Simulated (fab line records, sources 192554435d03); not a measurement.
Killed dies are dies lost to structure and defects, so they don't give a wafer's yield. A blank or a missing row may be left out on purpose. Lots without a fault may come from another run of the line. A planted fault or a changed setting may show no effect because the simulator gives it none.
A struck lot beside a sound one | flow n5_finfet | 45 steps out of a route of 1938
Sound: wafers L269.1, L269.4, L269.5. Struck: wafer L261.1. (L261.2 of the same lot was not struck and is left out.) The cause comes at the end.
At each step with rows: each side's tool, then ch and its chambers, then its first start. Under that, the readings that differ: sound wafers | struck wafers | difference of the means | sigmas: that difference in standard deviations of wafers without a fault.
alike: readings whose means differ by less than 2 such deviations, and words and numbers that are the same on both sides. not compared: withheld readings, readings that some wafer has no value for, bounds like >300 that may hide the same value, and numbers for which the record gives no deviation and whose values overlap.
The two part at a step that has a row with sigmas, a row that says differs or no value, or rows on one side only. Numbers that don't overlap but have no deviation are shown without sigmas and don't part them. A reading that every wafer of one side lacks parts them only if that side has two wafers or more.

first, 11 steps without rows for these wafers: N5_BEOL_M2_DESCUM_33 (chemistry O2, time 7 s); N5_BEOL_M2_ETCH_77 (etches underlayer in N2/H2, target depth 6.5 nm, time 5.2 s); N5_BEOL_M2_ETCH_69 (etches SiARC in CF4, target depth 15.6 nm, time 26 s); N5_BEOL_M2_ALD_98 (deposits SiO2, target thk 2.5 nm, pulse time 1 s, co reactant pulse time 1 s); N5_BEOL_M2_ETCHBACK_99 (etches SiO2 in CHF3, target depth 5 nm, time 10.4 s); N5_BEOL_M2_ETCH_70 (etches SOC in N2/H2, target depth 80 nm, overetch 24 nm, time 130 s); N5_BEOL_M2_STRIP_71 (strips in N2/H2); N5_BEOL_M2_STRIP_78 (strips in N2/H2); N5_BEOL_M2_VIA_ETCH_34 (etches the open film in C4F6/O2, target depth 69.4 nm, time 65.9 s); N5_BEOL_M2_STRIP_83 (strips in C4F6/O2); N5_BEOL_M2_STRIP_36 (strips in N2/H2).
N5_BEOL_M2_TRENCH_ETCH_37: etches SiOC in C4F6/O2, target depth 55.555 nm, time 29.2 s.
  sound on rie_diel-01 ch 1,2,3, day 12 02:48; struck on rie_diel-03 ch 3, day 10 14:53
  reading                                    | sound             | struck | difference | sigmas
  run_length_s (s)                           | 51.7 51.9 51.8    | 41.6   | -10.2      | -18
  model.etch.depth_nm (nm)                   | 53.85 56.67 56.21 | 35.33  | -20.25     |
  model.BEOL_M2.feature_depth_nm (nm)        | 53.8 56.6 56.2    | 35.4   | -20.1      |
  model.TiN_of_BEOL_M2_HM_DEP_02.thk_nm (nm) | 17.6 17.4 17.4    | 18.4   | +0.9       |
  alike: C4F6_flow_sccm, chamber_pressure_mTorr, drypump_motor_current_A, oes_product_au, rf_vpp_V, showerhead_plenum_p_Torr, throttle_valve_pct
  not compared: rf_fwd_power_W, rf_hours_counter_h
then, 2 steps without rows for these wafers: N5_BEOL_M2_ETCH_41 (etches SiCN in CH3F/O2, target depth 29.9 nm, time 52.5 s); N5_BEOL_M2_STRIP_97 (strips in N2/H2, time 10 s).
N5_BEOL_M2_OCD_MEAS_38:
  sound on ocd-02, day 12 02:57; struck on ocd-02, day 10 15:02
  reading              | sound          | struck | difference | sigmas
  trench_depth_nm (nm) | 54.1 56.6 55.4 | 34.9   | -20.5      | -24
then, 25 steps without rows for these wafers: N5_BEOL_M2_HM_STRIP_39 (strips TiN in peroxide tin strip, target depth 25 nm, time 158 s); N5_BEOL_M2_SRD_40 (time 30 s); N5_BEOL_M2_PRECLEAN_42 (cleans in residue remover, time 60 s); N5_BEOL_M2_SRD_43 (time 30 s); N5_BEOL_M2_DEGAS_44 (time 60 s); N5_BEOL_M2_PRE_CLEAN_45 (time 30 s); N5_BEOL_M2_ALD_84 (deposits TaN, pulse time 2 s, purge time 3 s, co reactant purge time 2 s); N5_BEOL_M2_SURFACE_TREAT_85; N5_BEOL_M2_CVD_47 (deposits Co from CCTBA/H2, target thk 3 nm, time 223.8 s); N5_BEOL_M2_SPUTTER_48 (material Cu, target thk 4.5 nm, time 8.29 s); N5_BEOL_M2_ANNEAL_49 (time 240 s); N5_BEOL_M2_SPUTTER_79 (material Cu, target thk 4.5 nm, time 8.29 s); N5_BEOL_M2_ANNEAL_80 (time 240 s); N5_BEOL_M2_SPUTTER_81 (material Cu, target thk 4.5 nm, time 8.29 s); N5_BEOL_M2_ANNEAL_82 (time 240 s); N5_BEOL_M2_SPUTTER_86 (material Cu, target thk 4.5 nm, time 8.29 s); N5_BEOL_M2_ANNEAL_87 (time 240 s); N5_BEOL_M2_SPUTTER_88 (material Cu, target thk 4.5 nm, time 8.29 s); N5_BEOL_M2_ANNEAL_89 (time 240 s); N5_BEOL_M2_SPUTTER_90 (material Cu, target thk 4.5 nm, time 8.29 s); N5_BEOL_M2_ANNEAL_91 (time 240 s); N5_BEOL_M2_SPUTTER_92 (material Cu, target thk 4.5 nm, time 8.29 s); N5_BEOL_M2_ANNEAL_93 (time 240 s); N5_BEOL_M2_SPUTTER_94 (material Cu, target thk 4.5 nm, time 8.29 s); N5_BEOL_M2_ANNEAL_95 (time 240 s).
N5_BEOL_M2_CMP_52: polishes, stops on SiOC, t overpolish 6.8 s, target thk 40 nm.
  sound on cmp-01 ch 1,2,3, day 12 09:34; struck on cmp-01 ch 3, day 10 19:55
  reading                                | sound          | struck | difference | sigmas
  barrier_field_endpoint_s (s)           | 24.8 25.2 25.0 | 23.9   | -1.1       | -2
  model.Cu_of_BEOL_M2_ECD_50.thk_nm (nm) | 38.6 40.8 41.8 | 20.4   | -20.0      |
  alike: motor_current_A, overpolish_run_s, time_to_endpoint_s
N5_BEOL_M2_THK_MEAS_53: measures by xrf.
  sound on film_metro-02, day 12 09:47; struck on film_metro-02, day 10 20:13
  reading     | sound          | struck | difference | sigmas
  M2_THK (nm) | 38.6 40.9 41.7 | 20.3   | -20.1      | -14
N5_BEOL_M2_RS_MEAS_58: measures by four-point-probe.
  sound on film_metro-02, day 12 10:04; struck on film_metro-02, day 10 20:28
  reading        | sound          | struck | difference | sigmas
  M2_RS (ohm/sq) | 0.70 0.65 0.63 | 1.66   | +1.00      | +31
N5_BEOL_M4_RC_MEAS_101:
  sound on prober-01 ch 0, day 13 21:14; struck on prober-02 ch 0, day 11 22:21
  reading                      | sound       | struck | difference | sigmas
  CHAIN_V1 (ohm/link)          | 235 232 224 | 260    | +30        | +4
  CHAIN_V1_max_site (ohm/link) | 238 238 230 | 276    | +41        | +5
  SERP_M2 (ohm/um)             | 197 199 176 | 430    | +239       | +17
  SERP_M2_max_site (ohm/um)    | 213 211 183 | 475    | +273       | +19
  alike: DIBL_N, DIBL_P, IOFF_N, IOFF_P, ION_N, ION_P, SS_N, SS_P, VT_N, VT_P
-- the record jumps here: 5 days lie between the struck wafers' starts before and after (it left off in module BEOL_M4 and takes up again in module PASSIVATION, whose first step shown is number 1936 of the route) --
N5_PASSIVATION_PROBE_49:
  sound on prober-01, day 19 00:34; struck on prober-01, day 16 16:23
  reading                  | sound          | struck | difference | sigmas
  defect_limited_yield (%) | 90.6 92.5 91.3 | 73.1   | -18.4      | -12
  killed_at_M0_to_M3       | 36 26 20       | 238    | +211       | +22
  killed_dies              | 111 88 103     | 317    | +216       | +13
  killed_on_rim            | 13 11 14       | 35     | +22        | +5
  sort_bin_8_speed (%)     | 0 0 0          | 17.88  | +17.88     |
  sort_n_pass              | 1069 1092 1077 | 863    | -216       | -13
  alike: killed_at_M4_up, killed_at_contacts, killed_at_front_end, killed_at_other, killed_open, killed_short, sort_bin_5_function, sort_bin_6_memory

WHERE THEY PART
First at N5_BEOL_M2_TRENCH_ETCH_37; last, within this record, at N5_PASSIVATION_PROBE_49.

WHY: what the simulator had put in
Process parameter drift: rie_diel-03, from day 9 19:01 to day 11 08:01, at N5_BEOL_M2_TRENCH_ETCH_37. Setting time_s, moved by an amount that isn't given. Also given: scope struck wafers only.
